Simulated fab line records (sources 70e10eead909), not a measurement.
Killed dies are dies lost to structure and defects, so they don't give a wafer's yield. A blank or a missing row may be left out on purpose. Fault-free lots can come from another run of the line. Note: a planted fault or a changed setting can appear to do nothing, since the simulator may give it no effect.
A lot that was struck, set against a sound lot | flow nand_harc | 12 steps out of a route of 1302
Sound: the wafers L820.2, L820.4, L820.5. The struck wafers were L827.3, L827.5, L827.6. At the end, the cause is stated.
For every step that has rows: the tool of each side, followed by ch and its chambers, followed by its first start. Under that, the readings that differ: sound wafers | struck wafers | difference of the means | sigmas: that difference in standard deviations of wafers without a fault.
alike: same words and numbers on both sides, and readings whose means sit less than 2 such deviations apart. not compared: any withheld reading, any reading some wafer has no value for, any bound like >300 that may hide the same value, and any number with overlapping values for which the record gives no deviation.
The two part at a step that has a row with sigmas, a row that says differs or no value, or rows on one side only. Numbers that don't overlap but have no deviation are shown without sigmas and don't part them. Lack of a reading on every wafer of one side parts them only where that side has two or more wafers.

NHARC_A_CHANNEL_FILL_D1_ALD_25: deposits SiOx, target thk 60 nm, pulse time 10 s, ald cycles 600.
  sound on ald_hk-03 ch 2,3, day 13 15:34; struck on ald_hk-02 ch 0,3, day 16 12:37
  alike: heater_power_w, precursor_pulse_height_rel
NHARC_A_CHANNEL_FILL_D1_ETCHBACK_08: etches the open film in C4F8, target depth 220 nm, time 110 s.
  sound: rie_diel-02 ch 0,2,3; struck: rie_diel-13 ch 0,2,3
  reading               | sound          | struck         | difference | sigmas
  oes_product_au (a.u.) | 1.00 0.98 1.01 | 0.92 0.92 0.92 | -0.08      | -2
  alike: chamber_pressure_mTorr, rf_vpp_V
  not compared: rf_hours_counter_h
NHARC_A_CHANNEL_FILL_D1_STRIP_29: strips in O2, time 20 s.
  sound: rie_diel-02 ch 1,3; struck: rie_diel-13 ch 2,3
  alike: drypump_motor_current_A, oes_product_au, rf_vpp_V, showerhead_plenum_p_Torr, throttle_valve_pct
  not compared: rf_hours_counter_h
then, 3 steps without rows for these wafers: NHARC_A_CHANNEL_FILL_D1_PRECLEAN_30 (cleans in dHF, time 30 s); NHARC_A_CHANNEL_FILL_D1_SRD_31; NHARC_A_CHANNEL_FILL_D1_CVD_09 (deposits poly-Si, target thk 150 nm, time 3000 s).
NHARC_A_CHANNEL_FILL_D1_CMP_10: polishes, target thk 150 nm.
  sound on cmp-03 ch 1,3, day 14 02:12; struck on cmp-03 ch 0,3, day 16 23:21
  alike: motor_current_A, retaining_ring_pressure_frac, time_to_endpoint_s
next, for these wafers, 1 step has no rows: NHARC_A_CHANNEL_FILL_D1_SRD_12.
NHARC_A_CHANNEL_FILL_D1_INSPECT_13:
  sound: defect_inspect-01 at day 14 02:37; struck: defect_inspect-02 at day 16 23:46
  alike: raw_defect_count
NHARC_A_DECK1_JOINT_ETCHBACK_07: etches the open film in HBr, target depth 105 nm, time 26.9 s.
  sound on rie_si-04 ch 0,1,2, day 14 02:42; struck on rie_si-04 ch 0,1,3, day 16 23:52
  no value came back on the struck wafers for any of 5 readings (bias_w (W), chamber_pressure_mTorr (mTorr) and others); on the sound wafers bias_w (W) reads 59.83 60.34 60.08
  not compared: rf_hours_counter_h
then, 1 step without rows for these wafers: NHARC_A_DECK1_JOINT_ETCH_25 (etches SiO2 in dHF, target depth 0.5 nm).
-- record jumps: 13 days between struck wafers' starts before vs after; left off in module A_DECK1_JOINT, resumes in module END, first step shown is number 1302 of the route --
NHARC_END_SORT_01:
  at this point the record logs the struck wafers (prober-02 ch 0, day 30 06:20) and has no rows for the sound ones

## WHERE THEY PART
At NHARC_A_CHANNEL_FILL_D1_ETCHBACK_08 first; at NHARC_END_SORT_01 last (within this record only).

WHY: what had been put in by the simulator
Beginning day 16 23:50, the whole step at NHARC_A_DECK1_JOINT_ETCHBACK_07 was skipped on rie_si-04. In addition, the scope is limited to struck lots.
